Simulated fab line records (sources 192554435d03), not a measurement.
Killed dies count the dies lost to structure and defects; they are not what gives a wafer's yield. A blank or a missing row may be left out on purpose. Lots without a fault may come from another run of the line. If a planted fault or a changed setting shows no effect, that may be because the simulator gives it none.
A lot that was struck, set against a sound lot | flow n5Finfet | 17 steps out of a route of 1938
Sound: the wafers L396.1, L396.4, L396.5. Struck: wafers L408.3, L408.5, L408.6. Last of all comes the cause.
Each step with rows lists, per side, the tool, then ch with its chambers, then its first start. Under that, the readings that differ: sound wafers | struck wafers | difference of the means | sigmas: that difference in standard deviations of wafers without a fault.
alike: readings with means less than 2 such deviations apart, plus words and numbers identical on both sides. not compared: withheld readings, readings lacking a value on some wafer, bounds such as >300 that could conceal the same value, and numbers that have no deviation in the record and whose values overlap.
Wherever a step has rows on one side only, a row that says differs or no value, or a row with sigmas, the two part there. Numbers that have no deviation but don't overlap get no sigmas and don't part them. A reading missing from all wafers of one side parts the sides only when that side holds two or more wafers.

first, 8 steps without rows for these wafers: N5_DUMMY_GATE_COAT_35 (time 60 s, resist thk 10 nm); N5_DUMMY_GATE_COAT_28 (time 60 s, resist thk 10 nm); N5_DUMMY_GATE_COAT_09 (resist thk 30 nm); N5_DUMMY_GATE_EBR_11; N5_DUMMY_GATE_SOFTBAKE_10 (time 60 s); N5_DUMMY_GATE_EXPOSE_12 (exposes mask GATE, target cd 25 nm); N5_DUMMY_GATE_PEB_13 (peb time 60 s); N5_DUMMY_GATE_DEVELOP_14 (develop time 30 s).
N5_DUMMY_GATE_CD_MEAS_15 targets a cd of 25.8 nm.
  sound on cdSem-01 ch 0, day 4 10:28; struck on cdSem-02 ch 0, day 7 03:43
  alike: cdNm
N5_DUMMY_GATE_OVL_MEAS_16:
  sound on overlay-01 ch 0, day 4 10:31; struck on overlay-01 ch 0, day 7 03:46
  alike: GATE_OVL
N5_DUMMY_GATE_INSPECT_17: inspects for defects (brightfield).
  sound on defectInspect-01, day 4 10:34; struck on defectInspect-01, day 7 03:49
  alike: rawDefectCount
N5_DUMMY_GATE_DESCUM_20: chemistry O2, time 6.2 s.
  sound on rieDiel-05 ch 0,2, day 4 10:36; struck on rieDiel-05 ch 0,2,3, day 7 03:54
  alike: drypumpMotorCurrentA, o2FlowSccm, oesProductAu, rfVppV, showerheadPlenumPTorr, tempC, throttleValvePct
  not compared: rfHoursCounterH
N5_DUMMY_GATE_ETCH_29: etches underlayer in N2/H2, target depth 13 nm.
  sound on rieDiel-05 ch 0,2, day 4 10:40; struck on rieDiel-05 ch 0,2,3, day 7 03:58
reading                                        | sound             | struck            | difference | sigmas
rfFwdPowerW (W)                                | 832 835 833       | 1034 1038 1037    | +203       | +51
rfVppV (V)                                     | 524.6 526.4 526.3 | 488.5 486.8 487.3 | -38.2      | -21
model.etch.depthNm (nm)                        | 12.76 13.33 12.68 | 15.11 15.67 16    | +2.67      | 
model.CAR-EUV_of_DUMMY_GATE_COAT_09.thkNm (nm) | 19 18.8 19.2      | 17.4 17.2 16.8    | -1.9       | 
  alike: drypumpMotorCurrentA, oesProductAu, showerheadPlenumPTorr, throttleValvePct
  not compared: rfHoursCounterH
N5_DUMMY_GATE_ETCH_36: etches SiARC in CF4, target depth 13 nm.
  sound on rieDiel-05 ch 0,2, day 4 10:43; struck on rieDiel-05 ch 0,2,3, day 7 04:01
reading                                        | sound        | struck    | difference | sigmas
model.CAR-EUV_of_DUMMY_GATE_COAT_09.thkNm (nm) | 11.6 11 11.6 | 9.8 9.6 9 | -1.9       | 
  alike: drypumpMotorCurrentA, oesProductAu, rfFwdPowerW, rfVppV, showerheadPlenumPTorr, throttleValvePct
  not compared: rfHoursCounterH
N5_DUMMY_GATE_ETCH_37: etches SOC in N2/H2, target depth 60 nm, overetch 30 nm.
  sound on rieDiel-05 ch 0,2, day 4 10:45; struck on rieDiel-05 ch 0,2,3, day 7 04:03
  alike: drypumpMotorCurrentA, oesProductAu, rfFwdPowerW, rfVppV, showerheadPlenumPTorr, tempC, throttleValvePct
  not compared: rfHoursCounterH
-- the record jumps here: 5 days lie between the struck wafers' starts before and after (it left off in module DUMMY_GATE and takes up again in module BEOL_M4, whose first step shown is number 1111 of the route) --
N5_BEOL_M4_RC_MEAS_101:
  sound on prober-02 ch 0, day 9 17:20; struck on prober-02 ch 0, day 12 09:44
  alike: DIBL_N, DIBL_P, IOFF_N, IOFF_P, ION_N, ION_P, SS_N, SS_P, VT_N, VT_P
-- the record jumps here: 4 days lie between the struck wafers' starts before and after (it left off in module BEOL_M4 and takes up again in module PASSIVATION, whose first step shown is number 1936 of the route) --
N5_PASSIVATION_PROBE_49:
  only the struck wafers here have rows in the record (prober-01, day 16 18:23); the sound ones have none

WHERE THEY PART
Last at N5_PASSIVATION_PROBE_49 as far as this record goes, first at N5_DUMMY_GATE_ETCH_29.

WHY: the cause the simulator had injected
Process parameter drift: rieDiel-05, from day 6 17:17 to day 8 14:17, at N5_DUMMY_GATE_ETCH_29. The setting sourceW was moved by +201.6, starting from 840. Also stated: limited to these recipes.
